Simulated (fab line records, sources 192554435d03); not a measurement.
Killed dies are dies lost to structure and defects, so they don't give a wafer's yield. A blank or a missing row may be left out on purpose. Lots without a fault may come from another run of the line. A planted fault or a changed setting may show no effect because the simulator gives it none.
Chamber matching | flow n5_finfet | N5_BEOL_M0_SAQP_PECVD_03 on pecvd-03: 3 sister chambers
The step deposits SiCN from 3MS/NH3, target thk 12 nm, time 21.1 s. 16 wafers are shown with their chamber, then 8 later ones without.

WAFERS WITH THEIR CHAMBER
wafer  | chamber | showerhead_vpp_V (V) | showerhead_plenum_p_Torr (Torr) | throttle_valve_pct (%)
L074.2 | 0       | 903                  | 3.682                           | 8.8
L074.5 | 1       | 878                  | 3.668                           | 8.2
L074.6 | 2       | 938                  | 3.670                           | 8.8
L076.1 | 1       | 876                  | 3.664                           | 8.2
L076.4 | 2       | 930                  | 3.664                           | 8.4
L076.6 | 0       | 899                  | 3.685                           | 8.9
L086.3 | 1       | 882                  | 3.672                           | 8.2
L086.4 | 1       | 875                  | 3.676                           | 8.3
L086.6 | 2       | 921                  | 3.660                           | 8.2
L087.1 | 1       | 867                  | 3.672                           | 8.3
L087.4 | 2       | 916                  | 3.661                           | 8.5
L087.6 | 0       | 902                  | 3.676                           | 8.5
L091.1 | 1       | 863                  | 3.679                           | 8.1
L091.3 | 0       | 907                  | 3.692                           | 8.9
L091.6 | 0       | 904                  | 3.673                           | 8.4
L092.2 | 1       | 875                  | 3.672                           | 8.2

SIGNATURES (means of the wafers above)
reading                  | chamber 0 | chamber 1 | chamber 2 | scatter within a chamber
showerhead_vpp_V         | 903.00    | 873.71    | 926.25    | 6.65
showerhead_plenum_p_Torr | 3.68160   | 3.67186   | 3.66375   | 0.00576
throttle_valve_pct       | 8.700     | 8.214     | 8.475     | 0.183
Rule: a wafer's distance from a chamber is the root of the sum, over the readings, of the square of ((its reading less the chamber's mean) divided by the reading's scatter). The wafer belongs to the nearest chamber; if the next one is less than 2 further off, it can't be placed. The scatter: the root of (the sum of the squares of (reading less its chamber's mean) over the shown wafers, divided by (wafers less chambers)).

WAFERS WITHOUT THEIR CHAMBER
wafer  | showerhead_vpp_V (V) | showerhead_plenum_p_Torr (Torr) | throttle_valve_pct (%)
L092.4 | 917                  | 3.678                           | 8.9
L092.5 | 861                  | 3.684                           | 8.4
L094.1 | 931                  | 3.661                           | 8.6
L094.4 | 897                  | 3.682                           | 8.7
L094.5 | 928                  | 3.670                           | 8.5
L096.2 | 902                  | 3.681                           | 8.7
L096.3 | 921                  | 3.674                           | 8.4
L096.5 | 877                  | 3.674                           | 8.3

WHICH CHAMBER EACH WENT THROUGH
wafer  | from the rows above     | in truth
L092.4 | can't be placed: 0 or 2 | 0
L092.5 | 1                       | 1
L094.1 | 2                       | 2
L094.4 | 0                       | 0
L094.5 | 2                       | 2
L096.2 | 0                       | 0
L096.3 | can't be placed: 2 or 0 | 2
L096.5 | 1                       | 1
Placed correctly: 6 of 8. Can't be placed from these rows: 2 (the true chamber is among the candidates in 2). Placed wrongly: 0.
